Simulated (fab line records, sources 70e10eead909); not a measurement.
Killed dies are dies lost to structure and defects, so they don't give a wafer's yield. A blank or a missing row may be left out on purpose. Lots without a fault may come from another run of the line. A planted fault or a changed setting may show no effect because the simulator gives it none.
Which tool did it? | flow nand_harc | 13 lots, 39 wafers sampled, at 6 steps of a route of 1302

WHAT THE GAUGES READ, wafer by wafer
NHARC_P_GATE_CD_MEAS_11: target cd 1640 nm.
lot  | measured     | on        | cd_nm (nm)
L835 | day 4 09:58  | cd_sem-03 | 1642.1 1643.0 1638.2
L837 | day 5 04:49  | cd_sem-02 | 1641.0 1639.3 1637.6
L838 | day 5 13:04  | cd_sem-03 | 1640.1 1641.1 1640.0
L839 | day 6 04:31  | cd_sem-02 | 1640.6 1643.0 1640.3
L840 | day 6 12:09  | cd_sem-01 | 1637.0 1639.2 1636.8
L842 | day 7 05:48  | cd_sem-03 | 1637.7 1636.4 1638.7
L843 | day 8 00:04  | cd_sem-03 | 1637.0 1637.9 1636.5
L845 | day 8 19:16  | cd_sem-02 | 1637.5 1634.4 1634.1
L846 | day 9 03:20  | cd_sem-03 | 1642.3 1639.1 1640.2
L855 | day 12 15:09 | cd_sem-02 | 1643.1 1641.0 1639.8
L856 | day 13 00:58 | cd_sem-03 | 1644.3 1643.3 1642.5
L857 | day 13 14:37 | cd_sem-02 | 1638.3 1640.6 1637.4
L858 | day 13 20:59 | cd_sem-02 | 1638.4 1636.3 1638.9

NHARC_P_GATE_CD_MEAS_59: target cd 720 nm.
lot  | measured     | on        | cd_nm (nm)
L835 | day 5 15:35  | cd_sem-01 | 720.0 721.9 720.6
L837 | day 6 08:37  | cd_sem-01 | 719.7 722.6 718.8
L838 | day 6 20:30  | cd_sem-03 | 719.8 717.6 720.6
L839 | day 7 11:40  | cd_sem-01 | 719.1 721.0 719.2
L840 | day 7 15:29  | cd_sem-03 | 721.5 724.1 721.1
L842 | day 8 10:28  | cd_sem-02 | 719.7 719.7 717.7
L843 | day 9 05:30  | cd_sem-02 | 721.5 715.8 716.7
L845 | day 10 01:31 | cd_sem-02 | 720.7 722.8 718.5
L846 | day 10 07:11 | cd_sem-01 | - - -
L855 | day 13 18:32 | cd_sem-02 | 718.3 720.4 721.5
L856 | day 14 06:48 | cd_sem-03 | 717.8 717.8 721.1
L857 | day 14 22:00 | cd_sem-03 | 720.7 717.2 721.4
L858 | day 15 01:02 | cd_sem-01 | 721.3 718.3 717.9

NHARC_END_SORT_01.
lot  | measured     | on        | killed_at_array | killed_at_other | killed_at_periphery | killed_dies | killed_open | killed_short
L837 | day 26 03:23 | prober-01 | 72 57 66        | 0 0 1           | 1 3 2               | 73 60 69    | 6 6 1       | 0 1 3
L840 | day 26 23:17 | prober-02 | 87 88 76        | 0 0 0           | 6 10 12             | 93 98 88    | 7 3 3       | 3 1 1
L845 | day 28 21:55 | prober-01 | 61 51 57        | 0 1 3           | 2 1 1               | 63 53 61    | 0 1 1       | 2 2 2
L846 | day 29 04:56 | prober-01 | 16 14 23        | 0 1 1           | 661 662 653         | 677 677 677 | 5 4 9       | 0 4 3
L855 | day 33 07:40 | prober-02 | 51 56 58        | 0 2 2           | 1 1 5               | 52 59 65    | 2 4 2       | 2 1 5
L856 | day 33 15:46 | prober-01 | 35 44 26        | 0 0 1           | 10 10 8             | 45 54 35    | 3 3 3       | 4 3 5

WHICH TOOL RAN EACH LOT (tool, then ch and the chambers of the sampled wafers, then the start)
lot  | NHARC_P_GATE_EXPOSE_56            | NHARC_P_GATE_STRIP_112               | NHARC_P_GATE_DEGAS_109
L835 | krf_scanner-02 ch 0, day 5 15:25  | plasma_asher-01 ch 0,1, day 5 16:10  | pvd_sputter-03, day 5 19:17
L837 | krf_scanner-04 ch 0, day 6 08:28  | plasma_asher-02 ch 0,1, day 6 09:09  | pvd_sputter-03, day 6 12:28
L838 | krf_scanner-02 ch 0, day 6 20:21  | plasma_asher-02 ch 0,1, day 6 21:06  | pvd_sputter-01, day 7 00:12
L839 | krf_scanner-03 ch 0, day 7 11:31  | plasma_asher-01 ch 0,1, day 7 12:18  | pvd_sputter-02, day 7 15:23
L840 | krf_scanner-04 ch 0, day 7 15:20  | plasma_asher-01 ch 0,1, day 7 16:01  | pvd_sputter-03, day 7 19:13
L842 | krf_scanner-02 ch 0, day 8 10:19  | plasma_asher-02 ch 0,1, day 8 10:59  | pvd_sputter-03, day 8 14:17
L843 | krf_scanner-04 ch 0, day 9 05:21  | plasma_asher-02 ch 0,1, day 9 06:02  | pvd_sputter-01, day 9 09:13
L845 | krf_scanner-04 ch 0, day 10 01:22 | plasma_asher-01 ch 0,1, day 10 02:04 | pvd_sputter-01, day 10 05:21
L846 | krf_scanner-02 ch 0, day 10 07:02 | plasma_asher-02 ch 0,1, day 10 07:43 | pvd_sputter-03, day 10 11:01
L855 | krf_scanner-03 ch 0, day 13 18:23 | plasma_asher-02 ch 0,1, day 13 19:04 | pvd_sputter-03, day 13 22:25
L856 | krf_scanner-02 ch 0, day 14 06:39 | plasma_asher-01 ch 0,1, day 14 07:25 | pvd_sputter-02, day 14 10:41
L857 | krf_scanner-04 ch 0, day 14 21:51 | plasma_asher-01 ch 0,1, day 14 22:32 | pvd_sputter-02, day 15 02:17
L858 | krf_scanner-03 ch 0, day 15 00:53 | plasma_asher-02 ch 0,1, day 15 01:37 | pvd_sputter-02, day 15 04:52
- NHARC_P_GATE_EXPOSE_56: exposes mask P PSD, target cd 720 nm.
- NHARC_P_GATE_STRIP_112: strips in N2/H2, time 200 s.
- NHARC_P_GATE_DEGAS_109: time 60 s.

WHAT THE TOOLS THEMSELVES READ (means of the sampled wafers that have a number; where no wafer has one, the mark that the record gives instead)
NHARC_P_GATE_STRIP_112.
lot  | tool            | drypump_motor_current_A (A) | heater_power_w (W)
L835 | plasma_asher-01 | 6.07                        | 83
L837 | plasma_asher-02 | 5.71                        | 86
L838 | plasma_asher-02 | 5.71                        | 86
L839 | plasma_asher-01 | 6.02                        | 89
L840 | plasma_asher-01 | 6.00                        | 88
L842 | plasma_asher-02 | 5.58                        | 87
L843 | plasma_asher-02 | 5.71                        | 86
L845 | plasma_asher-01 | 6.02                        | 87
L846 | plasma_asher-02 | 5.69                        | 86
L855 | plasma_asher-02 | 5.68                        | 87
L856 | plasma_asher-01 | 6.00                        | 87
L857 | plasma_asher-01 | 6.01                        | 85
L858 | plasma_asher-02 | 5.69                        | 86

NHARC_P_GATE_DEGAS_109.
lot  | tool           | heater_power_w (W)
L835 | pvd_sputter-03 | 473
L837 | pvd_sputter-03 | 420
L838 | pvd_sputter-01 | 419
L839 | pvd_sputter-02 | 482
L840 | pvd_sputter-03 | 460
L842 | pvd_sputter-03 | 487
L843 | pvd_sputter-01 | 409
L845 | pvd_sputter-01 | 418
L846 | pvd_sputter-03 | 447
L855 | pvd_sputter-03 | 426
L856 | pvd_sputter-02 | 489
L857 | pvd_sputter-02 | 489
L858 | pvd_sputter-02 | 472

THE ANSWER, worked out from the rows above alone
Rule: what is usual is taken from the lots themselves. Put in order of their means at a reading, lots are off if they are a third of the lots or fewer, leave a main group of 4 or more, and stand apart from it by a gap of 3 or more times the standard deviation of the main group's means; of several such gaps the widest counts. A main group whose means are all the same, to the digits that the tables above print for the reading, isn't used. A lot without any number at a reading at which 4 lots or more have one is off too. The other lots that the step has rows for count as sound. The gauges are gone through in route order, then the tools' own readings, and for those a lot's mean is taken as printed above. The first step at which some lot is off is used, and at that step the reading that is off furthest; a lot without a number counts as furthest.
Off: L846, at NHARC_P_GATE_CD_MEAS_59 (cd_nm). Without a number there: L846. The main group: mean 719.8 nm, standard deviation 1.1.
A tool fits if, at a process step before that reading, it ran every lot that is off, and no sound lot after the first of them. The gauges at NHARC_P_GATE_CD_MEAS_59 aren't tried: what is off there is off at NHARC_END_SORT_01 too, on other tools, and a gauge's error can't cause that. None of those tried fits.

WHAT THE SIMULATOR HAD PUT IN
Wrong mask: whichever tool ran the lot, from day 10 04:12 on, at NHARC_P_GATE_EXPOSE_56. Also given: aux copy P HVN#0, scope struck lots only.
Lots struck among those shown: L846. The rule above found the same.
